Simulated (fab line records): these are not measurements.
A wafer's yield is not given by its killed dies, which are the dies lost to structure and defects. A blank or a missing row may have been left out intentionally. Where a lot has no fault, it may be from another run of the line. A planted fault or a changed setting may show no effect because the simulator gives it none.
The tool behind it: which one? || flow n5-finfet || 30 wafers sampled from 10 lots at 1 step of a route of 1938

== WHAT THE GAUGES SHOWED, per wafer ==
N5_BEOL_M4_RC_MEAS_101.
{"lot": "L365", "measured": "day 9 01:15", "on": "prober-02", "DIBL_N (mV/V)": "35.6 37.3 36.9"}
{"lot": "L368", "measured": "day 10 10:31", "on": "prober-02", "DIBL_N (mV/V)": "39.2 37.6 38.4"}
{"lot": "L372", "measured": "day 12 19:20", "on": "prober-01", "DIBL_N (mV/V)": "34.9 36.6 34.6"}
{"lot": "L371", "measured": "day 13 12:19", "on": "prober-01", "DIBL_N (mV/V)": "35.0 37.5 36.5"}
{"lot": "L375", "measured": "day 13 17:03", "on": "prober-01", "DIBL_N (mV/V)": "35.5 36.0 36.7"}
{"lot": "L376", "measured": "day 13 20:31", "on": "prober-01", "DIBL_N (mV/V)": "34.8 35.6 36.5"}
{"lot": "L378", "measured": "day 14 05:10", "on": "prober-01", "DIBL_N (mV/V)": "36.7 36.8 35.3"}
{"lot": "L380", "measured": "day 14 20:09", "on": "prober-02", "DIBL_N (mV/V)": "35.9 35.2 36.6"}
{"lot": "L382", "measured": "day 14 22:31", "on": "prober-01", "DIBL_N (mV/V)": "39.3 37.9 37.2"}
{"lot": "L383", "measured": "day 15 15:37", "on": "prober-01", "DIBL_N (mV/V)": "37.1 37.7 36.9"}

== WHAT TOOL EACH LOT RAN ON (gives the tool, then ch and the chambers of the sampled wafers, and finally the start) ==
The record holds no process step before these readings.

== THE ANSWER, worked out from the rows above alone ==
Rule: the usual values come from the lots themselves. The widest of any qualifying gaps counts: lots, ordered by their means at a reading, are off when they make up no more than a third of the lots, leave a main group of 4 or more, and stand apart from it by 3 or more times the standard deviation of that group's means. A main group is skipped when, at the precision printed for the reading in the tables above, its means are all equal. Also off: a lot with no number at a reading for which 4 or more lots have one. The other lots that the step has rows for count as sound.
Across all readings shown, no lot is off: no conclusion can be drawn from this.

== WHAT WAS PUT IN BY THE SIMULATOR ==
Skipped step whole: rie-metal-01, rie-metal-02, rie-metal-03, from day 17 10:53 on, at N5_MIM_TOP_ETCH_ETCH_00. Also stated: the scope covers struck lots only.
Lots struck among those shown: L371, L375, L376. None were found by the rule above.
